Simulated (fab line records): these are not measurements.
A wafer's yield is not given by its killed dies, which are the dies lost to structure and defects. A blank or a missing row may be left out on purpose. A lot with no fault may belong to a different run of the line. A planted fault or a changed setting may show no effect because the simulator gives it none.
A struck lot beside a sound one	flow n5 finfet	22 steps out of a route of 1938
Sound: wafers L753.1, L753.3, L753.5. Struck: wafers L763.1, L763.5, L763.6. Last of all comes the cause.
Per side, at each step with rows, come the tool, then ch with its chambers, and then its first start. Under that, the readings that differ: sound wafers	struck wafers	difference of the means	sigmas: that difference in standard deviations of wafers without a fault.
alike: words and numbers the same on both sides, and readings whose means are apart by under 2 such deviations; not compared: readings that were withheld, readings missing a value for some wafer, numbers with overlapping values and no deviation given by the record, and bounds like >300 which may hide the same value.
The two part at a step that has a row with sigmas, a row that says differs or no value, or rows on one side only. Non-overlapping numbers with no deviation appear without sigmas and do not part them. Lack of a reading on every wafer of one side parts them only where that side has two or more wafers.

first, 8 steps without rows for these wafers: N5_BEOL_M1_PRE_CLEAN_60 (time 15 s); N5_BEOL_M1_CO_CAP_55 (material Co, precursor CCTBA/H2, target thk 2 nm, time 102.1 s); N5_BEOL_M1_PRE_CLEAN_56 (time 15 s); N5_BEOL_M1_DEP_57 (deposits SiCN from 3MS/NH3, target thk 8 nm, time 14 s); N5_BEOL_M2_ILD_DEP_00 (deposits SiOC from DEMS/O2, target thk 79 nm, time 15.3 s); N5_BEOL_M2_PECVD_72 (deposits SiO2 from TEOS/O2, target thk 16 nm, time 18 s); N5_BEOL_M2_HM_DEP_02 (deposits TiN, target thk 20 nm); N5_BEOL_M2_COAT_61 (time 60 s, resist thk 60 nm).
N5_BEOL_M2_COAT_62: time 60 s, resist thk 12 nm.
  sound on litho track-04 ch 0, day 8 12:30; struck on litho track-04 ch 0, day 9 17:58
reading	sound	struck	difference	sigmas
spin speed rpm (rpm)	1502.1 1500.9 1499.7	1545.8 1545.2 1546.6	+45.0	+46
then, 9 steps without rows for these wafers: N5_BEOL_M2_COAT_73 (time 60 s, resist thk 5 nm); N5_BEOL_M2_COAT_05 (resist thk 30 nm); N5_BEOL_M2_EBR_07; N5_BEOL_M2_SOFTBAKE_06 (time 60 s); N5_BEOL_M2_EXPOSE_08 (exposes mask M2); N5_BEOL_M2_PEB_09 (peb time 60 s); N5_BEOL_M2_DEVELOP_10 (develop time 30 s); N5_BEOL_M2_DESCUM_16 (chemistry O2, time 7 s); N5_BEOL_M2_ETCH_74 (etches underlayer in N2/H2, target depth 6.5 nm, time 5.2 s).
N5_BEOL_M2_ETCH_63: etches SiARC in CF4, target depth 15.6 nm, time 26 s.
  sound on rie diel-04 ch 0,3, day 8 12:56; struck on rie diel-03 ch 2,3, day 9 18:31
reading	sound	struck	difference	sigmas
model.etch.depth nm (nm)	12.04 12.02 12.03	11.89 11.87 11.88	-0.15	
  alike: drypump motor current A, etch rf on time s, oes product au, rf vpp V, showerhead plenum p Torr, throttle valve pct
  not compared: rf hours counter h
then, 1 step without rows for these wafers: N5_BEOL_M2_ETCH_64 (etches SOC in N2/H2, target depth 75 nm, overetch 22.5 nm, time 121.9 s).
-- here the record skips 4 days between the struck wafers' starts before and after, leaving off in module BEOL_M2 and picking up in module BEOL_M4 (first step shown: number 1111 of the route) --
N5_BEOL_M4_RC_MEAS_101:
  sound on prober-01 ch 0, day 12 02:20; struck on prober-02 ch 0, day 13 09:08
  alike: DIBL_N, DIBL_P, IOFF_N, IOFF_P, ION_N, ION_P, SS_N, SS_P, VT_N, VT_P
-- record jumps: 6 days separate the struck wafers' starts on either side; left off in module BEOL_M4, taken up again in module PASSIVATION, whose first shown step is the route's number 1936 --
N5_PASSIVATION_PROBE_49:
  struck on prober-02, day 18 21:08; sound on prober-02, day 16 10:54
  alike: defect limited yield, killed_at_M0_to_M3, killed_at_M4_up, killed at contacts, killed at front end, killed at other, killed dies, killed open, killed short, sort_bin_5_function, sort_bin_6_memory, sort n pass, sort yield pct

WHERE THEY PART
N5_BEOL_M2_COAT_62 only, going by this record. Later steps at which nothing parts them and some readings are alike: N5_BEOL_M2_ETCH_63, N5_BEOL_M4_RC_MEAS_101, N5_PASSIVATION_PROBE_49.

WHY: what the simulator had put in
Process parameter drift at N5_BEOL_M2_COAT_62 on litho track-04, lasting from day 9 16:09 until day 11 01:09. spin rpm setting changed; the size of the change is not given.
